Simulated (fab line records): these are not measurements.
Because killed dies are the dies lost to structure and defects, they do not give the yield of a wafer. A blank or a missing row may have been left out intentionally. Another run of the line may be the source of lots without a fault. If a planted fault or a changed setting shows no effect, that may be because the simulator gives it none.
What tool caused it? | flow n5_finfet | 11 lots with 33 wafers sampled at 2 steps, on a route of 1938 steps

WHAT EACH GAUGE READ, for each wafer
N5_BEOL_M10_CD_MEAS_28: the cd target is 70 nm.
lot  | measured     | on        | cd_nm (nm)
L460 | day 12 07:37 | cd_sem-01 | 69.4 71.1 70.5
L463 | day 12 17:04 | cd_sem-03 | 70.6 69.2 69.3
L462 | day 12 19:32 | cd_sem-03 | 69.2 69.6 69.2
L464 | day 13 01:29 | cd_sem-03 | 69.5 70.5 70.8
L467 | day 13 08:30 | cd_sem-02 | 68.9 71.2 70.0
L468 | day 14 02:31 | cd_sem-03 | 70.5 70.7 71.0
L469 | day 14 10:01 | cd_sem-01 | 71.5 71.6 70.1
L473 | day 15 01:52 | cd_sem-03 | 68.5 70.4 69.7
L475 | day 15 14:11 | cd_sem-03 | 70.3 70.0 70.1
L478 | day 16 23:07 | cd_sem-03 | 70.4 69.8 70.9
L479 | day 18 06:40 | cd_sem-03 | 70.5 69.4 69.4

N5_BEOL_M10_INSPECT_30: inspects for defects (brightfield).
lot  | measured     | on                | raw_defect_count
L460 | day 12 07:40 | defect_inspect-02 | 359 415 412
L463 | day 12 17:08 | defect_inspect-02 | 329 381 345
L462 | day 12 19:35 | defect_inspect-01 | 449 279 436
L464 | day 13 01:33 | defect_inspect-01 | 389 460 351
L467 | day 13 08:33 | defect_inspect-02 | 487 373 399
L468 | day 14 02:34 | defect_inspect-01 | 284 334 195
L469 | day 14 10:04 | defect_inspect-02 | 436 390 517
L473 | day 15 01:55 | defect_inspect-02 | 447 458 341
L475 | day 15 14:14 | defect_inspect-02 | 552 501 497
L478 | day 16 23:10 | defect_inspect-01 | 497 418 494
L479 | day 18 06:43 | defect_inspect-01 | 400 571 406

WHICH TOOL RAN EACH LOT (tool, then ch and the chambers of the sampled wafers, then the start)
There is no process step in the record ahead of these readings.

WHAT THE TOOLS THEMSELVES READ (means of the sampled wafers that have a number; where no wafer has one, the mark that the record gives instead)
The record holds no such reading with a usual standard deviation.

THE ANSWER, worked out from the rows above alone
Rule: what is usual is taken from the lots themselves. Put in order of their means at a reading, lots are off if they are a third of the lots or fewer, leave a main group of 4 or more, and stand apart from it by a gap of 3 or more times the standard deviation of the main group's means; of several such gaps the widest counts. A main group whose means are all the same, to the digits that the tables above print for the reading, isn't used. A lot without any number at a reading at which 4 lots or more have one is off too. The other lots that the step has rows for count as sound. First the gauges in route order, then the tools' own readings, where a lot's mean is used as printed above. The first step at which some lot is off is used, and at that step the reading that is off furthest; a lot without a number counts as furthest.
None of the lots is off at any reading shown; this tells nothing.

WHAT HAD BEEN PUT IN BY THE SIMULATOR
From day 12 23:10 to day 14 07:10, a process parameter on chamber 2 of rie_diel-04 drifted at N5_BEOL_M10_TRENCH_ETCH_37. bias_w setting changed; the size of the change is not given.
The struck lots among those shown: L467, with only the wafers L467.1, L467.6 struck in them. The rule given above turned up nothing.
